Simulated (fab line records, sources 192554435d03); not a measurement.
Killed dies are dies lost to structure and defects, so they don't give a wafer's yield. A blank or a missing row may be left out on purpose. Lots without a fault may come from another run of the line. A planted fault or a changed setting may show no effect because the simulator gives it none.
A struck lot beside a sound one | flow n5_finfet | 16 steps out of a route of 1938
Sound: wafers L827.1, L827.3, L827.6. Struck: wafer L826.5. (L826.2, L826.6 of the same lot were not struck and are left out.) The cause comes at the end.
At each step with rows: each side's tool, then ch and its chambers, then its first start. Under that, the readings that differ: sound wafers | struck wafers | difference of the means | sigmas: that difference in standard deviations of wafers without a fault.
alike: readings whose means differ by less than 2 such deviations, and words and numbers that are the same on both sides. not compared: withheld readings, readings that some wafer has no value for, bounds like >300 that may hide the same value, and numbers for which the record gives no deviation and whose values overlap.
The two part at a step that has a row with sigmas, a row that says differs or no value, or rows on one side only. Numbers that don't overlap but have no deviation are shown without sigmas and don't part them. A reading that every wafer of one side lacks parts them only if that side has two wafers or more.

first, 7 steps without rows for these wafers: N5_FIN_CUT_COAT_29 (time 60 s, resist thk 10 nm); N5_FIN_CUT_COAT_02 (resist thk 30 nm); N5_FIN_CUT_EBR_04; N5_FIN_CUT_SOFTBAKE_03 (time 60 s); N5_FIN_CUT_EXPOSE_05 (exposes mask FIN CUT); N5_FIN_CUT_PEB_06 (peb time 60 s); N5_FIN_CUT_DEVELOP_07 (develop time 30 s).
N5_FIN_CUT_CD_MEAS_08: target cd 29.1 nm.
  sound on cd_sem-01 ch 0, day 5 22:20; struck on cd_sem-03 ch 0, day 5 14:17
  alike: cd_nm
N5_FIN_CUT_OVL_MEAS_09:
  sound on overlay-01 ch 0, day 5 22:22; struck on overlay-01 ch 0, day 5 14:19
  alike: FIN_CUT_OVL
N5_FIN_CUT_INSPECT_10: inspects for defects (brightfield).
  sound on defect_inspect-02, day 5 22:26; struck on defect_inspect-02, day 5 14:22
  reading          | sound    | struck | difference | sigmas
  raw_defect_count | 74 77 73 | 42     | -33        | -3
N5_FIN_CUT_DESCUM_13: chemistry O2, time 7 s.
  sound on rie_diel-06 ch 0,2, day 5 23:12; struck on rie_diel-03 ch 3, day 5 14:24
  reading                         | sound             | struck | difference | sigmas
  rf_vpp_V (V)                    | 242.2 240.6 241.6 | 244.1  | +2.6       | +2
  showerhead_plenum_p_Torr (Torr) | 2.06 2.00 2.00    | 2.19   | +0.17      | +3
  alike: chamber_pressure_mTorr, drypump_motor_current_A, oes_product_au, rf_fwd_power_W, throttle_valve_pct
  not compared: rf_hours_counter_h
N5_FIN_CUT_ETCH_30: etches underlayer in N2/H2, target depth 13 nm, time 10.4 s.
  sound on rie_diel-06 ch 0,2, day 5 23:14; struck on rie_diel-03 ch 3, day 5 14:26
  reading                         | sound             | struck | difference | sigmas
  rf_vpp_V (V)                    | 521.2 520.3 521.1 | 526.1  | +5.2       | +2
  showerhead_plenum_p_Torr (Torr) | 2.50 2.42 2.42    | 2.64   | +0.19      | +3
  alike: chamber_pressure_mTorr, drypump_motor_current_A, etch_rf_on_time_s, oes_product_au, rf_fwd_power_W, throttle_valve_pct
  not compared: rf_hours_counter_h
N5_FIN_CUT_ETCH_20: etches SiARC in CF4, target depth 26 nm, time 43.3 s.
  sound on rie_diel-06 ch 0,2, day 5 23:16; struck on rie_diel-03 ch 3, day 5 14:28
  reading                         | sound             | struck | difference | sigmas
  etch_rf_on_time_s (s)           | 43.3 44.4 44.2    | 55.2   | +11.2      | +10
  oes_product_au (a.u.)           | 0.80 0.66 0.66    | 0.54   | -0.17      | -2
  rf_vpp_V (V)                    | 183.8 182.2 182.8 | 186.2  | +3.3       | +3
  showerhead_plenum_p_Torr (Torr) | 2.10 2.06 2.05    | 2.21   | +0.14      | +2
  alike: chamber_pressure_mTorr, drypump_motor_current_A, rf_fwd_power_W, throttle_valve_pct
  not compared: rf_hours_counter_h
N5_FIN_CUT_ETCH_21: etches SOC in N2/H2, target depth 219 nm, overetch 43.8 nm, time 523.5 s.
  sound on rie_diel-06 ch 0,2, day 5 23:18; struck on rie_diel-03 ch 3, day 5 14:30
  reading                         | sound             | struck | difference | sigmas
  rf_vpp_V (V)                    | 240.5 237.8 239.2 | 243.1  | +3.9       | +3
  showerhead_plenum_p_Torr (Torr) | 2.50 2.42 2.42    | 2.64   | +0.19      | +3
  alike: chamber_pressure_mTorr, drypump_motor_current_A, oes_product_au, rf_fwd_power_W, throttle_valve_pct
  not compared: rf_hours_counter_h
-- the record jumps here: 6 days lie between the struck wafers' starts before and after (it left off in module FIN_CUT and takes up again in module BEOL_M4, whose first step shown is number 1111 of the route) --
N5_BEOL_M4_RC_MEAS_101:
  sound on prober-02 ch 0, day 12 11:05; struck on prober-01 ch 0, day 11 15:24
  reading        | sound             | struck | difference | sigmas
  DIBL_N (mV/V)  | 36.0 32.6 35.5    | 38.5   | +3.8       | +2
  DIBL_P (mV/V)  | 36.8 33.1 35.9    | 40.3   | +5.0       | +3
  IOFF_N (nA/um) | 0.154 0.108 0.148 | 0.212  | +0.075     | +3
  IOFF_P (nA/um) | 0.21 0.15 0.19    | 0.31   | +0.13      | +3
  ION_P (uA/um)  | 461 454 459       | 476    | +18        | +2
  VT_P (mV)      | -251 -255 -251    | -244   | +8         | +2
  alike: ION_N, SS_N, SS_P, VT_N
-- the record jumps here: 4 days lie between the struck wafers' starts before and after (it left off in module BEOL_M4 and takes up again in module PASSIVATION, whose first step shown is number 1936 of the route) --
N5_PASSIVATION_PROBE_49:
  sound on prober-01, day 16 18:08; struck on prober-01, day 16 02:29
  alike: defect_limited_yield, killed_at_M0_to_M3, killed_at_M4_up, killed_at_contacts, killed_at_front_end, killed_at_other, killed_dies, killed_on_rim, killed_open, killed_short, sort_bin_5_function, sort_bin_6_memory, sort_n_pass, sort_yield_pct

WHERE THEY PART
First at N5_FIN_CUT_INSPECT_10; last, within this record, at N5_BEOL_M4_RC_MEAS_101. Later steps at which nothing parts them and some readings are alike: N5_PASSIVATION_PROBE_49.

WHY: what the simulator had put in
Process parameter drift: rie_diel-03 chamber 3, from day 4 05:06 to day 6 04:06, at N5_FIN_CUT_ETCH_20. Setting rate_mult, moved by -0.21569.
